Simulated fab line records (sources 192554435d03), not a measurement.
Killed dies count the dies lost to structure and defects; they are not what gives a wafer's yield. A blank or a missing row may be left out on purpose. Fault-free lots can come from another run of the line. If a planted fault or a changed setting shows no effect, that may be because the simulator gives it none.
Chamber matching | flow n5-finfet | N5_BEOL_M4_ETCH_70 on rie-diel-06: 3 sister chambers
The step etches SOC in N2/H2, target depth 80 nm, overetch 24 nm, time 130 s. 14 wafers are shown with their chamber, then 6 later ones without.

## WAFERS WITH THEIR CHAMBER
wafer  | chamber | showerhead-plenum-p-Torr (Torr) | throttle-valve-pct (%) | oes-product-au (a.u.)
L074.3 | 3       | 2.49                            | 17.53                  | 0.67
L074.4 | 0       | 2.68                            | 17.70                  | 0.62
L074.6 | 2       | 2.53                            | 18.09                  | 0.51
L075.2 | 3       | 2.49                            | 17.57                  | 0.66
L075.4 | 0       | 2.68                            | 17.70                  | 0.62
L075.5 | 2       | 2.53                            | 18.08                  | 0.52
L078.1 | 3       | 2.49                            | 17.53                  | 0.66
L078.4 | 2       | 2.53                            | 18.09                  | 0.52
L078.6 | 2       | 2.53                            | 18.10                  | 0.51
L084.3 | 3       | 2.48                            | 17.60                  | 0.64
L084.5 | 3       | 2.48                            | 17.57                  | 0.64
L084.6 | 2       | 2.52                            | 18.13                  | 0.50
L087.3 | 3       | 2.48                            | 17.59                  | 0.64
L087.4 | 0       | 2.67                            | 17.76                  | 0.59

SIGNATURES, as means of the wafers listed above
reading                  | chamber 0 | chamber 2 | chamber 3 | scatter within a chamber
showerhead-plenum-p-Torr | 2.6767    | 2.5280    | 2.4850    | 0.00519
throttle-valve-pct       | 17.7200   | 18.0980   | 17.5650   | 0.0274
oes-product-au           | 0.6100    | 0.5120    | 0.6517    | 0.0127
Rule: for a wafer and a chamber, the distance is found by dividing, reading by reading, the gap between the wafer's reading and the chamber's mean by the reading's scatter, squaring, summing and taking the root. If the next closest chamber is less than 2 further off than the closest, the wafer can't be placed; otherwise it belongs to the closest. The scatter: take each reading less its chamber's mean, square it, sum over the shown wafers, divide by the number of wafers less the number of chambers, and take the root.

## WAFERS WITHOUT THEIR CHAMBER
wafer  | showerhead-plenum-p-Torr (Torr) | throttle-valve-pct (%) | oes-product-au (a.u.)
L087.6 | 2.48                            | 17.58                  | 0.64
L086.5 | 2.67                            | 17.74                  | 0.60
L086.6 | 2.47                            | 17.59                  | 0.63
L091.1 | 2.51                            | 18.14                  | 0.50
L091.2 | 2.47                            | 17.63                  | 0.62
L091.3 | 2.67                            | 17.76                  | 0.58

## WHICH CHAMBER EACH WENT THROUGH
wafer  | from the rows above | in truth
L087.6 | 3                   | 3
L086.5 | 0                   | 0
L086.6 | 3                   | 3
L091.1 | 2                   | 2
L091.2 | 3                   | 3
L091.3 | 0                   | 0
Correctly placed: 6 of 6. Number that these rows cannot place: 0. Placed wrongly: 0.
